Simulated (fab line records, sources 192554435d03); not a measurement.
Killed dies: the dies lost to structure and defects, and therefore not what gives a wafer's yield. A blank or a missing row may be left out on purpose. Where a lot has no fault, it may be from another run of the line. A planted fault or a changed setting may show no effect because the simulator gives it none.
fab line records | flow n5-finfet
record: lots: 10 | wafers: 29 | last-day: 19
route steps=1938 shown BEOL_M2@912 BEOL_M3@931 BEOL_M4@1111
lots that met no fault: taken from a fault-free run of the same line
start-h: start of the lot's first displayed wafer, in hours after the record's first day | wait-h: hours from the lot's prior step to this one | " repeats the value in the row above | L1.1+2: a row that stands for several wafers | - no value, or no start given | * or withheld: withheld | < > ~ a bound
route shown NAME@n: a module of which the file shows steps, and the number in the route of the first | usual: mean and standard deviation over wafers with no fault | same: alike in all rows | chamber/n: place in a boat | sites: each site's reading | _std_site: the values' standard deviation | _edge_site: inner sites' mean taken away from outer sites' mean | radius-mm: for every site, how far away it sits from the centre of the wafer | mask NAME#n: copy n | behind: the last tool/chamber to shape the wafer | hold: what put the lot on hold/how long, in hours/how the hold closed | device: which transistor (n, p or np) failed to switch | end of line: the route-end tests of the same wafers | step lacking rows: just its recipe | killed: at the first sort, the dies lost to defects and structure; wafer yield is something else | map: a wafer's dies, x killed, . not, _ none there
set.NAME: the setting as run; set.NAME@STEP: as run at that earlier step | model.NAME: the simulator's own value behind a step, which no gauge read
the route's steps for a sample of lots (tables are steps, rows are wafers)
services: when a tool's chamber went out of use (start-h, in hours from the record's first day, below 0 if earlier), for how many hours, and the reason
== steps ==
step: N5_BEOL_M2_SPUTTER_88
recipe: material: Cu | target-thk-a: 45 | temp-c: -20 | chamber-pressure-pa: 0.07 | power-w: withheld | time-s: 8.29
usual: susceptor-temp-C: -20.02/0.1 | throttle-valve-pct: 29.5/0.87
lot.wafer | tool           | chamber | start-h | wait-h | susceptor-temp-C | throttle-valve-pct
L906.2    | pvd-sputter-03 | -       | 156.86  | 0.1    | -19.95           | 29.1
L906.5    | "              | -       | "       | "      | -20.16           | 29.1
L906.6    | "              | -       | "       | "      | -19.95           | 30.3
L907.2    | pvd-sputter-02 | -       | 160.84  | 0.1    | -19.81           | 29.1
L907.4    | "              | -       | "       | "      | -20.15           | 27.7
L907.6    | "              | -       | "       | "      | -20.08           | 30.0
L913.2    | pvd-sputter-02 | -       | 193.84  | 0.1    | -20.02           | 29.2
L913.3    | "              | -       | "       | "      | -20.14           | 29.9
L913.6    | "              | -       | "       | "      | -20.09           | 27.7
L915.1    | pvd-sputter-03 | -       | 211.67  | 0.1    | -19.94           | 30.8
L915.2    | "              | -       | "       | "      | -20.03           | 30.1
L915.5    | "              | -       | "       | "      | -20.03           | 29.2
L918.3    | pvd-sputter-02 | -       | 228.65  | 0.1    | -19.95           | 29.1
L918.4    | "              | -       | "       | "      | -20.14           | 27.7
L918.6    | "              | -       | "       | "      | -20.08           | 29.7
L921.1    | pvd-sputter-03 | -       | 237.01  | 0.1    | -20.11           | 30.9
L921.2    | "              | -       | "       | "      | -20.21           | 30.0
L921.4    | "              | -       | "       | "      | -19.94           | 30.1
L924.3    | pvd-sputter-01 | -       | 280.60  | 0.1    | -19.94           | 29.8
L924.4    | "              | -       | "       | "      | -20.04           | 29.7
L924.6    | "              | -       | "       | "      | -20.06           | 29.8
L923.1    | pvd-sputter-03 | -       | 284.47  | 0.1    | -20.06           | 29.9
L923.4    | "              | -       | "       | "      | -19.90           | 30.8
L923.5    | "              | -       | "       | "      | -19.94           | 28.9
L925.1    | pvd-sputter-01 | -       | 290.58  | 0.1    | -20.03           | 30.2
L925.4    | "              | -       | "       | "      | -20.09           | 29.9
L927.1    | pvd-sputter-02 | -       | 312.86  | 0.1    | -20.04           | 30.0
L927.3    | "              | -       | "       | "      | -20.09           | 30.0
L927.5    | "              | -       | "       | "      | -20.15           | 29.9
step: N5_BEOL_M2_ANNEAL_93
recipe: temp-c: 400 | time-s: 240 | ambient: vacuum
usual: heater-power-w: 843/82 | susceptor-temp-C: 400.03/0.22
lot.wafer | tool           | chamber | start-h | wait-h | heater-power-w | susceptor-temp-C
L906.2    | pvd-sputter-03 | -       | 157.38  | 0.0    | 868            | 399.92
L906.5    | "              | -       | "       | "      | 892            | 400.28
L906.6    | "              | -       | "       | "      | 920            | 399.74
L907.2    | pvd-sputter-02 | -       | 161.36  | 0.0    | 843            | 399.96
L907.4    | "              | -       | "       | "      | 811            | 400.29
L907.6    | "              | -       | "       | "      | 747            | 400.09
L913.2    | pvd-sputter-02 | -       | 194.36  | 0.0    | 843            | 399.60
L913.3    | "              | -       | "       | "      | 773            | 400.17
L913.6    | "              | -       | "       | "      | 803            | 400.03
L915.1    | pvd-sputter-03 | -       | 212.19  | 0.0    | 973            | 399.96
L915.2    | "              | -       | "       | "      | 854            | 400.12
L915.5    | "              | -       | "       | "      | 900            | 399.78
L918.3    | pvd-sputter-02 | -       | 229.17  | 0.0    | 865            | 400.15
L918.4    | "              | -       | "       | "      | 792            | 400.12
L918.6    | "              | -       | "       | "      | 767            | 399.80
L921.1    | pvd-sputter-03 | -       | 237.53  | 0.0    | 976            | 400.18
L921.2    | "              | -       | "       | "      | 898            | 400.11
L921.4    | "              | -       | "       | "      | 882            | 399.94
L924.3    | pvd-sputter-01 | -       | 281.12  | 0.0    | 751            | 399.70
L924.4    | "              | -       | "       | "      | 769            | 400.21
L924.6    | "              | -       | "       | "      | 789            | 400.01
L923.1    | pvd-sputter-03 | -       | 284.99  | 0.0    | 876            | 400.40
L923.4    | "              | -       | "       | "      | 975            | 399.79
L923.5    | "              | -       | "       | "      | 904            | 399.88
L925.1    | pvd-sputter-01 | -       | 291.10  | 0.0    | 780            | 400.55
L925.4    | "              | -       | "       | "      | 754            | 399.71
L927.1    | pvd-sputter-02 | -       | 313.38  | 0.0    | 741            | 400.27
L927.3    | "              | -       | "       | "      | 935            | 400.23
L927.5    | "              | -       | "       | "      | 755            | 399.83
step: N5_BEOL_M2_SPUTTER_96
recipe: material: Cu | target-thk-a: 45 | temp-c: -20 | chamber-pressure-pa: 0.07 | power-w: withheld | time-s: 8.29
usual: susceptor-temp-C: -20.00/0.1 | throttle-valve-pct: 29.5/0.88
lot.wafer | tool           | chamber | start-h | wait-h | susceptor-temp-C | throttle-valve-pct
L906.2    | pvd-sputter-03 | -       | 157.74  | 0.1    | -19.92           | 29.0
L906.5    | "              | -       | "       | "      | -20.11           | 29.1
L906.6    | "              | -       | "       | "      | -19.87           | 30.3
L907.2    | pvd-sputter-02 | -       | 161.72  | 0.1    | -19.96           | 29.2
L907.4    | "              | -       | "       | "      | -19.99           | 27.7
L907.6    | "              | -       | "       | "      | -19.89           | 29.9
L913.2    | pvd-sputter-02 | -       | 194.72  | 0.1    | -19.94           | 29.2
L913.3    | "              | -       | "       | "      | -20.13           | 29.9
L913.6    | "              | -       | "       | "      | -20.01           | 27.7
L915.1    | pvd-sputter-03 | -       | 212.55  | 0.1    | -20.13           | 30.8
L915.2    | "              | -       | "       | "      | -20.15           | 30.2
L915.5    | "              | -       | "       | "      | -19.94           | 29.1
L918.3    | pvd-sputter-02 | -       | 229.53  | 0.1    | -19.85           | 29.1
L918.4    | "              | -       | "       | "      | -19.98           | 27.7
L918.6    | "              | -       | "       | "      | -20.23           | 30.1
L921.1    | pvd-sputter-03 | -       | 237.89  | 0.1    | -20.00           | 30.7
L921.2    | "              | -       | "       | "      | -20.03           | 30.2
L921.4    | "              | -       | "       | "      | -19.93           | 29.7
L924.3    | pvd-sputter-01 | -       | 281.48  | 0.1    | -20.02           | 29.6
L924.4    | "              | -       | "       | "      | -19.92           | 29.8
L924.6    | "              | -       | "       | "      | -20.03           | 30.1
L923.1    | pvd-sputter-03 | -       | 285.35  | 0.1    | -19.93           | 30.1
L923.4    | "              | -       | "       | "      | -20.14           | 30.6
L923.5    | "              | -       | "       | "      | -20.11           | 28.9
L925.1    | pvd-sputter-01 | -       | 291.46  | 0.1    | -19.96           | 30.1
L925.4    | "              | -       | "       | "      | -20.01           | 29.6
L927.1    | pvd-sputter-02 | -       | 313.74  | 0.1    | -20.06           | 29.7
L927.3    | "              | -       | "       | "      | -20.00           | 30.3
L927.5    | "              | -       | "       | "      | -20.09           | 30.0
step: N5_BEOL_M3_ILD_DEP_00
recipe: material: SiOC | target-thk-a: 790 | temp-c: 350 | precursor: DEMS/O2 | pressure-torr: 5 | rf-w: 500 | time-s: 15.3
usual: heater-power-outer-w: 269/45 | heater-power-w: 484/66 | showerhead-plenum-p-Torr: 5.694/0.013 | susceptor-temp-C: 350.00/0.21 | throttle-valve-pct: 11.8/0.7
lot.wafer | tool     | chamber | start-h | wait-h | heater-power-outer-w | heater-power-w | showerhead-plenum-p-Torr | susceptor-temp-C | throttle-valve-pct
L906.2    | pecvd-03 | 1       | 158.85  | 0.0    | 135                  | 292            | 5.691                    | 350.06           | 12.8
L906.5    | "        | 2       | "       | "      | 269                  | 505            | 5.701                    | 349.84           | 11.7
L906.6    | "        | 1       | "       | "      | 135                  | 303            | 5.683                    | 349.87           | 12.5
L907.2    | pecvd-02 | 1       | 162.83  | 0.0    | 292                  | 504            | 5.698                    | 349.74           | 11.5
L907.4    | "        | 2       | "       | "      | 218                  | 435            | 5.702                    | 350.09           | 11.7
L907.6    | "        | 0       | "       | "      | 275                  | 463            | 5.687                    | 349.79           | 12.3
L913.2    | pecvd-02 | 0       | 195.83  | 0.0    | 272                  | 484            | 5.689                    | 353.93           | 12.3
L913.3    | "        | 2       | "       | "      | 225                  | 421            | 5.694                    | 349.81           | 11.6
L913.6    | "        | 2       | "       | "      | 228                  | 425            | 5.692                    | 349.83           | 11.7
L915.1    | pecvd-02 | 0       | 213.85  | 0.0    | 280                  | 486            | 5.711                    | 354.02           | 12.6
L915.2    | "        | 1       | "       | "      | 355                  | 574            | 5.697                    | 350.36           | 11.2
L915.5    | "        | 0       | "       | "      | 291                  | 484            | 5.695                    | 354.13           | 12.5
L918.3    | pecvd-01 | 1       | 230.70  | 0.0    | 238                  | 435            | 5.726                    | 350.46           | 11.8
L918.4    | "        | 2       | "       | "      | 324                  | 570            | 5.676                    | 349.61           | 11.1
L918.6    | "        | 0       | "       | "      | 336                  | 592            | 5.684                    | 350.07           | 13.1
L921.1    | pecvd-01 | 0       | 239.00  | 0.0    | 279                  | 536            | 5.673                    | 349.95           | 12.6
L921.2    | "        | 1       | "       | "      | 280                  | 494            | 5.721                    | 350.08           | 12.1
L921.4    | "        | 1       | "       | "      | 284                  | 502            | 5.720                    | 350.07           | 12.1
L924.3    | pecvd-02 | 1       | 283.00  | 0.0    | 264                  | 465            | 5.712                    | 349.90           | 11.3
L924.4    | "        | 2       | "       | "      | 244                  | 451            | 5.690                    | 349.88           | 11.5
L924.6    | "        | 0       | "       | "      | 264                  | 466            | 5.705                    | 350.35           | 12.5
L923.1    | pecvd-02 | 1       | 286.48  | 0.0    | 283                  | 509            | 5.703                    | 349.75           | 11.7
L923.4    | "        | 2       | "       | "      | 172                  | 363            | 5.704                    | 350.63           | 11.7
L923.5    | "        | 0       | "       | "      | 251                  | 443            | 5.693                    | 350.17           | 12.4
L925.1    | pecvd-02 | 0       | 292.57  | 0.0    | 217                  | 402            | 5.699                    | 350.05           | 12.4
L925.4    | "        | 1       | "       | "      | 300                  | 513            | 5.686                    | 350.11           | 11.5
L927.1    | pecvd-03 | 1       | 314.98  | 0.0    | 143                  | 303            | 5.684                    | 349.99           | 12.6
L927.3    | "        | 0       | "       | "      | 272                  | 479            | 5.688                    | 349.88           | 10.9
L927.5    | "        | 1       | "       | "      | 141                  | 303            | 5.686                    | 350.12           | 12.7
step: N5_BEOL_M4_RC_MEAS_101
usual: DIBL_N: 36.3/1.9 | DIBL_P: 36.6/2.4 | IOFF_N: 0.17/0.037 | IOFF_P: 0.23/0.04 | ION_N: 682/14 | ION_P: 468/8.6 | SS_N: 71.6/0.67 | SS_P: 73.4/0.71 | VT_N: 248/3.3 | VT_P: -248.9/2.9
lot.wafer | tool      | chamber | start-h | wait-h | DIBL_N[mV/V] | DIBL_P[mV/V] | IOFF_N[nA/um] | IOFF_P[nA/um] | ION_N[uA/um] | ION_P[uA/um] | SS_N[mV/dec] | SS_P[mV/dec] | VT_N[mV] | VT_P[mV]
L907.2    | prober-02 | 0       | 193.74  | 0.2    | 38.4         | 39.9         | 0.23          | 0.31          | 712          | 486          | 71.0         | 73.5         | 242      | -240.0
L907.4    | "         | 0       | "       | "      | 35.0         | 36.2         | 0.15          | 0.23          | 681          | 475          | 71.3         | 73.2         | 248      | -247.9
L907.6    | "         | 0       | "       | "      | 38.3         | 40.1         | 0.21          | 0.29          | 688          | 474          | 72.5         | 74.1         | 246      | -244.0
L906.2    | prober-02 | 0       | 213.27  | 0.2    | 36.9         | 37.1         | 0.17          | 0.23          | 666          | 460          | 72.4         | 73.1         | 251      | -250.3
L906.5    | "         | 0       | "       | "      | 39.7         | 39.7         | 0.26          | 0.29          | 687          | 468          | 72.9         | 74.1         | 242      | -244.7
L906.6    | "         | 0       | "       | "      | 34.5         | 34.6         | 0.13          | 0.19          | 652          | 454          | 70.9         | 72.6         | 254      | -249.8
L913.2    | prober-01 | 0       | 228.41  | 0.2    | 39.4         | 39.5         | 0.23          | 0.27          | 697          | 471          | 72.8         | 74.3         | 242      | -245.8
L913.3    | "         | 0       | "       | "      | 36.6         | 37.6         | 0.17          | 0.23          | 697          | 482          | 71.2         | 74.0         | 247      | -247.9
L913.6    | "         | 0       | "       | "      | 35.0         | 34.7         | 0.14          | 0.19          | 688          | 474          | 71.7         | 73.3         | 248      | -250.9
L915.1    | prober-01 | 0       | 243.93  | 0.0    | 34.8         | 33.7         | 0.14          | 0.21          | 670          | 464          | 71.2         | 73.4         | 247      | -249.1
L915.2    | "         | 0       | "       | "      | 36.1         | 36.5         | 0.16          | 0.24          | 689          | 477          | 72.0         | 73.3         | 248      | -247.5
L915.5    | "         | 0       | "       | "      | 32.9         | 31.7         | 0.11          | 0.18          | 659          | 467          | 70.0         | 72.3         | 249      | -249.1
L918.3    | prober-02 | 0       | 286.91  | 0.3    | 33.3         | 30.8         | 0.14          | 0.19          | 660          | 459          | 71.3         | 72.0         | 252      | -249.0
L918.4    | "         | 0       | "       | "      | 35.7         | 33.8         | 0.18          | 0.24          | 678          | 474          | 71.8         | 73.0         | 246      | -246.6
L918.6    | "         | 0       | "       | "      | 37.1         | 35.7         | 0.20          | 0.27          | 709          | 488          | 71.4         | 73.6         | 245      | -243.7
L921.1    | prober-01 | 0       | 295.69  | 0.0    | 37.4         | 38.4         | 0.19          | 0.25          | 677          | 463          | 71.4         | 74.8         | 246      | -245.6
L921.2    | "         | 0       | "       | "      | 38.9         | 39.7         | 0.24          | 0.29          | 692          | 469          | 72.0         | 74.4         | 243      | -246.7
L921.4    | "         | 0       | "       | "      | 36.1         | 36.4         | 0.17          | 0.22          | 676          | 465          | 71.7         | 73.8         | 249      | -247.4
L925.1    | prober-02 | 0       | 345.51  | 0.0    | 36.8         | 36.7         | 0.18          | 0.25          | 694          | 483          | 71.5         | 73.7         | 249      | -247.9
L925.4    | "         | 0       | "       | "      | 35.5         | 34.5         | 0.15          | 0.21          | 689          | 476          | 70.9         | 73.3         | 252      | -248.4
L923.1    | prober-02 | 0       | 349.91  | 0.0    | 34.7         | 35.9         | 0.16          | 0.20          | 686          | 472          | 70.5         | 73.4         | 249      | -247.2
L923.4    | "         | 0       | "       | "      | 36.2         | 37.6         | 0.18          | 0.23          | 680          | 467          | 71.6         | 73.6         | 247      | -247.7
L923.5    | "         | 0       | "       | "      | 33.2         | 33.2         | 0.12          | 0.16          | 660          | 459          | 71.8         | 72.7         | 254      | -251.3
L924.3    | prober-01 | 0       | 352.17  | 0.3    | 37.1         | 35.5         | 0.17          | 0.25          | 677          | 473          | 72.8         | 73.9         | 250      | -244.3
L924.4    | "         | 0       | "       | "      | 36.6         | 34.8         | 0.16          | 0.24          | 701          | 484          | 72.0         | 74.0         | 245      | -246.2
L924.6    | "         | 0       | "       | "      | 38.4         | 37.9         | 0.21          | 0.29          | 707          | 489          | 72.0         | 74.2         | 246      | -245.7
L927.1    | prober-02 | 0       | 354.11  | 0.0    | 38.4         | 38.1         | 0.21          | 0.25          | 678          | 456          | 72.1         | 74.1         | 246      | -249.8
L927.3    | "         | 0       | "       | "      | 37.6         | 37.3         | 0.19          | 0.23          | 691          | 466          | 71.6         | 73.4         | 248      | -249.7
L927.5    | "         | 0       | "       | "      | 39.3         | 38.2         | 0.21          | 0.24          | 688          | 461          | 72.5         | 73.4         | 245      | -248.9
== services ==
tool           | chamber | start-h | hours | kind
pvd-sputter-03 | -       | 138.99  | 2.0   | repair
pvd-sputter-02 | -       | 172.82  | 0.6   | repair
pecvd-03       | 2       | 202.38  | -     | clean
pecvd-03       | 2       | 202.38  | -     | consumable-replace:showerhead
pecvd-03       | 2       | 202.38  | 29.0  | scheduled-down
pecvd-03       | 2       | 202.38  | 29.0  | vent-cycle
pecvd-02       | 2       | 206.75  | 10.2  | scheduled-down
pecvd-02       | 1       | 216.95  | 2.1   | scheduled-down
pecvd-02       | 0       | 218.00  | 15.7  | repair
pecvd-02       | 2       | 228.89  | 4.6   | repair
pecvd-03       | 2       | 239.98  | 2.1   | scheduled-down
pecvd-03       | 0       | 263.41  | 5.0   | scheduled-down
pecvd-02       | 1       | 276.46  | 5.5   | scheduled-down
pvd-sputter-01 | -       | 292.47  | 20.0  | repair
== key ==
first-sign: step: N5_BEOL_M3_ILD_DEP_00 | reading: susceptor-temp-C | direction: up | sigmas: 19 | usual: * | struck: *
effect none on later readings
met-at N5_BEOL_M3_ILD_DEP_00
struck-lots L913,L915
struck-wafers L913.2,L915.1,L915.5
not-acting-at N5_BEOL_M2_SPUTTER_88,N5_BEOL_M2_ANNEAL_93,N5_BEOL_M2_SPUTTER_96
onset-between 162.83 195.83
fault: kind: process-parameter-drift | tool: pecvd-02 | chamber: 0 | onset-h: 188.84 | steps: N5_BEOL_M3_ILD_DEP_00 | channel: temp-c | offset: * | shape: step | end-h: 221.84 | acts-in: * | stated: *
